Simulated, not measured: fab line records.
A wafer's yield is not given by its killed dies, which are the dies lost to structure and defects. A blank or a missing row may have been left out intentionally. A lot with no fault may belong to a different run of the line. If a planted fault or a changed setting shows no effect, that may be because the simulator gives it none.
fab line records	flow nand-harc
record: lots: 6	wafers: 18	last-day: 25
route steps=1159 shown A_ONON_D1@447 A_CHANNEL_HOLE_D1@450
lots with no fault: from the same line, run without faults
start-h: start of the lot's first displayed wafer, in hours after the record's first day	wait-h: hours from the lot's prior step to this one	" same as the row above	L1.1+2: one row covering several wafers at once	- either no value or no given start	* or withheld: withheld	< > ~ a bound
route shown NAME@n: NAME is a module with steps in the file, n the number in the route of the first one	usual: mean/standard deviation of fault-free wafers	same: alike in all rows	chamber/n: place in a boat	sites: each site's reading	_std_site: the standard deviation of these	_edge_site: the outer-site mean with the inner-site mean subtracted	radius-mm: for every site, how far away it sits from the centre of the wafer	mask NAME#n: copy n	behind: the most recent tool/chamber to have shaped the wafer	hold: the reason the lot was held/the length of the hold in hours/how it ended	device: whichever transistor did not switch (one of n, p or np)	end of line: the tests these same wafers got at the end of their route	a step given without rows: its recipe and nothing more	killed: dies lost to structure and defects at the first sort, not the wafer's yield	map: the dies of a wafer, with x for killed, . for not killed, _ for no die there
set.NAME: the setting as run; set.NAME@STEP: as run at that earlier step	model.NAME: the simulator's own value behind a step, which no gauge read
lots seen at some steps along the route; tables by step, rows by wafer
services: from which hour (start-h, from the record's first day; less than 0 if before it) a tool's chamber was out of use, for how many hours, and why
== steps ==
step: NHARC_A_ONON_D1_THK_MEAS_34
recipe: thk-meas-gauge: ellipsometry
usual: thk-nm: 200/3
lot.wafer	tool	chamber	start-h	wait-h	thk-nm
L938.1	film-metro-01	-	176.43	-	200
L938.3	"	-	"	"	197
L938.6	"	-	"	"	202
L939.2	film-metro-01	-	185.20	-	202
L939.4	"	-	"	"	199
L939.5	"	-	"	"	201
L941.3	film-metro-01	-	193.67	-	199
L941.5	"	-	"	"	202
L941.6	"	-	"	"	196
L942.2	film-metro-01	-	202.85	-	197
L942.4	"	-	"	"	201
L942.5	"	-	"	"	201
L953.3	film-metro-01	-	267.41	-	193
L953.5	"	-	"	"	202
L953.6	"	-	"	"	198
L960.1	film-metro-01	-	319.47	-	200
L960.3	"	-	"	"	197
L960.6	"	-	"	"	200
step: NHARC_A_ONON_D1_INSPECT_32
usual: raw-defect-count: 67/22
lot.wafer	tool	chamber	start-h	wait-h	raw-defect-count
L938.1	defect-inspect-01	-	176.50	0.0	44
L938.3	"	-	"	"	46
L938.6	"	-	"	"	57
L939.2	defect-inspect-01	-	185.26	0.0	73
L939.4	"	-	"	"	77
L939.5	"	-	"	"	70
L941.3	defect-inspect-01	-	193.73	0.0	55
L941.5	"	-	"	"	35
L941.6	"	-	"	"	33
L942.2	defect-inspect-02	-	202.91	0.0	47
L942.4	"	-	"	"	46
L942.5	"	-	"	"	38
L953.3	defect-inspect-02	-	267.48	0.0	61
L953.5	"	-	"	"	40
L953.6	"	-	"	"	63
L960.1	defect-inspect-01	-	319.53	0.0	78
L960.3	"	-	"	"	43
L960.6	"	-	"	"	63
step: NHARC_A_CHANNEL_HOLE_D1_DEP_00
recipe: target-thk-a: 31000	temp-c: 400	material: aC
usual: throttle-valve-pct: 35.000/0.0096
lot.wafer	tool	chamber	start-h	wait-h	throttle-valve-pct
L938.1	acl-dep-03	0	181.04	4.5	35.010
L938.3	"	0	"	"	34.996
L938.6	"	0	"	"	35.011
L939.2	acl-dep-01	0	186.55	1.3	35.001
L939.4	"	0	"	"	34.994
L939.5	"	0	"	"	34.999
L941.3	acl-dep-02	0	194.43	0.7	34.990
L941.5	"	0	"	"	35.011
L941.6	"	0	"	"	35.003
L942.2	acl-dep-03	0	203.30	0.4	35.007
L942.4	"	0	"	"	34.991
L942.5	"	0	"	"	35.016
L953.3	acl-dep-03	0	268.18	0.7	35.004
L953.5	"	0	"	"	34.999
L953.6	"	0	"	"	34.991
L960.1	acl-dep-02	0	320.65	1.1	34.991
L960.3	"	0	"	"	34.990
L960.6	"	0	"	"	35.011
step: NHARC_A_CHANNEL_HOLE_D1_DEP_01
recipe: target-thk-a: 1400	target-thk-nm: 140	temp-c: 400	pressure-torr: 3.5	flow-sccm: 200	rf-w: 350	material: SiON
usual: chamber-pressure-Torr: 3.499/0.0075	heater-power-w: 749/110
lot.wafer	tool	chamber	start-h	wait-h	chamber-pressure-Torr	heater-power-w
L938.1	pecvd-04	0	182.96	1.6	3.502	583
L938.3	"	1	"	"	3.493	688
L938.6	"	2	"	"	3.496	778
L939.2	pecvd-01	2	188.22	1.3	3.505	714
L939.4	"	2	"	"	3.497	724
L939.5	"	0	"	"	3.483	875
L941.3	pecvd-01	1	195.76	1.0	3.511	852
L941.6	"	2	"	"	3.495	635
L941.5	"	0	"	"	3.501	858
L942.2	pecvd-01	1	204.93	1.3	3.495	925
L942.5	"	0	"	"	3.492	788
L942.4	"	2	"	"	3.506	782
L953.3	pecvd-03	0	269.47	1.0	3.497	683
L953.6	"	1	"	"	3.502	823
L953.5	"	2	"	"	3.499	897
L960.1	pecvd-03	2	322.65	1.7	3.495	860
L960.3	"	0	"	"	3.489	649
L960.6	"	1	"	"	3.494	893
step: NHARC_A_CHANNEL_HOLE_D1_DEHYDRATE_02
recipe: temp-c: 150	time-s: 120
step: NHARC_A_CHANNEL_HOLE_D1_HMDS_03
recipe: time-s: 30
step: NHARC_A_CHANNEL_HOLE_D1_COAT_36
recipe: temp-c: 260	time-s: 75
step: NHARC_A_CHANNEL_HOLE_D1_COAT_37
recipe: temp-c: 225	time-s: 65
step: NHARC_A_CHANNEL_HOLE_D1_COAT_04
recipe: spin-rpm: 1500	resist-thk-nm: 90
step: NHARC_A_CHANNEL_HOLE_D1_SOFTBAKE_05
recipe: temp-c: 105	time-s: 55
step: NHARC_A_CHANNEL_HOLE_D1_EBR_06
step: NHARC_A_CHANNEL_HOLE_D1_EXPOSE_07
recipe: na: 1.35	target-cd-nm: 100	sigma-outer: 0.3	dose-mj: 59.65	mask-id: HOLE_D1
usual: exposure-dose-mJ-cm2: 59.60/0.058	focus-offset-nm: -0.1/0.58	stage-vel-mm-s: 500.03/0.24
lot.wafer	tool	chamber	start-h	wait-h	mask	exposure-dose-mJ-cm2	focus-offset-nm	stage-vel-mm-s
L938.1	arfi-scanner-02	0	183.54	-	HOLE_D1#0	59.61	0.4	500.29
L938.3	"	0	"	"	HOLE_D1#0	59.58	1.0	500.42
L938.6	"	0	"	"	HOLE_D1#0	59.51	0.2	500.31
L939.2	arfi-scanner-03	0	188.81	-	HOLE_D1#0	59.70	-1.0	500.17
L939.4	"	0	"	"	HOLE_D1#0	59.59	-0.6	500.55
L939.5	"	0	"	"	HOLE_D1#0	59.67	-0.5	500.18
L941.3	arfi-scanner-03	-	196.17	-	HOLE_D1#0	-	-	-
L941.5	"	-	"	"	HOLE_D1#0	-	-	-
L941.6	"	-	"	"	HOLE_D1#0	-	-	-
L942.2	arfi-scanner-02	-	205.49	-	HOLE_D1#0	-	-	-
L942.4	"	-	"	"	HOLE_D1#0	-	-	-
L942.5	"	-	"	"	HOLE_D1#0	-	-	-
L953.3	arfi-scanner-02	0	270.06	-	HOLE_D1#0	59.61	0.8	500.18
L953.5	"	0	"	"	HOLE_D1#0	59.51	0.7	499.98
L953.6	"	0	"	"	HOLE_D1#0	59.56	0.7	499.71
L960.1	arfi-scanner-01	0	323.08	-	HOLE_D1#0	59.50	-0.1	499.79
L960.3	"	0	"	"	HOLE_D1#0	59.52	-0.4	499.99
L960.6	"	0	"	"	HOLE_D1#0	59.42	-0.9	500.28
step: NHARC_A_CHANNEL_HOLE_D1_PEB_08
recipe: peb-temp-c: 100	peb-time-s: 65
== services ==
tool	chamber	start-h	hours	kind
acl-dep-02	-	168.40	13.0	pm
arfi-scanner-01	-	171.08	0.5	repair
arfi-scanner-03	0	191.25	-	calibration
pecvd-04	-	195.36	13.0	pm
arfi-scanner-01	-	196.00	4.0	pm
acl-dep-03	-	224.27	13.0	pm
pecvd-01	-	237.32	13.0	pm
pecvd-01	0	237.32	13.0	vent-cycle
pecvd-01	1	237.32	13.0	vent-cycle
pecvd-01	2	237.32	13.0	vent-cycle
arfi-scanner-02	0	246.47	-	calibration
arfi-scanner-01	-	250.03	1.1	repair
pecvd-01	0	250.32	-	clean
pecvd-01	1	250.32	-	clean
pecvd-01	2	250.32	-	clean
arfi-scanner-02	-	256.00	4.0	pm
pecvd-03	-	260.87	1.9	repair
arfi-scanner-03	-	280.94	4.0	pm
pecvd-04	2	285.30	2.3	repair
arfi-scanner-01	-	291.98	2.0	repair
pecvd-03	-	292.08	13.0	pm
acl-dep-01	-	296.11	13.0	pm
pecvd-01	0	309.91	8.5	repair
arfi-scanner-03	-	321.27	0.9	repair
== key ==
first-sign: step: NHARC_A_CHANNEL_HOLE_D1_EXPOSE_07	reading: tool-record	direction: missing
effect none on later readings
met-at NHARC_A_CHANNEL_HOLE_D1_EXPOSE_07
struck-wafers L941.3,L941.5,L941.6,L942.2,L942.4,L942.5
later-rows-left-out L941.3,L941.5,L941.6,L942.2,L942.4,L942.5
sort-left-out L941.3,L941.5,L941.6,L942.2,L942.4,L942.5
tester-left-out L941,L942
onset-between 188.81 196.17
fault: kind: skipped-step-whole	tool: arfi-scanner-02,arfi-scanner-03	chamber: -	onset-h: 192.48	steps: NHARC_A_CHANNEL_HOLE_D1_EXPOSE_07	scope: struck-lots-only
tester-left-out: of these lots the tester's yield and bins aren't shown, on N5 and GAA mostly nor the transistor test; their killed dies are dies lost to structure and defects alone, not to doping, threshold or leakage, so they don't give the yield
sort-left-out: the simulated sort isn't trusted on such a fault, so these wafers' sort isn't shown, and their yield isn't known
later-rows-left-out: the simulator's readings of these wafers behind a module that went badly wrong aren't trusted and aren't shown, but for the sort
